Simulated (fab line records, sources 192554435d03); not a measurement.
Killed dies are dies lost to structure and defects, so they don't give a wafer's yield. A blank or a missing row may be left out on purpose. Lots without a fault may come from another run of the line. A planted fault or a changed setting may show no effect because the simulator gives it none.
Chamber matching | flow n5_finfet | N5_BEOL_M7_ETCH_66 on rie_diel-06: 4 sister chambers
The step etches SOC in N2/H2, target depth 80 nm, overetch 16 nm, time 120 s. 4 wafers are shown with their chamber, then 7 later ones without.

WAFERS WITH THEIR CHAMBER
wafer  | chamber | drypump_motor_current_A (A)
L077.1 | 3       | 6.0
L084.1 | 0       | 5.3
L085.2 | 1       | 6.5
L085.3 | 2       | 6.1

WAFERS WITHOUT THEIR CHAMBER
wafer  | drypump_motor_current_A (A)
L085.4 | 6.0
L094.1 | 6.0
L094.2 | 6.5
L094.5 | 5.2
L097.2 | 6.0
L097.3 | 5.3
L097.6 | 6.0

WHICH CHAMBER EACH WENT THROUGH
wafer  | from the rows above | in truth
L085.4 | 3                   | 3
L094.1 | 3                   | 3
L094.2 | 1                   | 1
L094.5 | 0                   | 0
L097.2 | 3                   | 3
L097.3 | 0                   | 0
L097.6 | 3                   | 3
Placed correctly: 7 of 7. Can't be placed from these rows: 0. Placed wrongly: 0.
How it was worked out, from the rows above alone: a wafer's distance from a chamber is the root of the sum, over the readings, of the square of ((its reading less the chamber's mean) divided by the reading's scatter). The wafer belongs to the nearest chamber; if the next one is less than 2 further off, it can't be placed. A chamber's mean is the mean of its shown wafers. The scatter: with one shown wafer a chamber, the root of the mean of the squares of how far each hidden wafer lies from its nearest shown one.
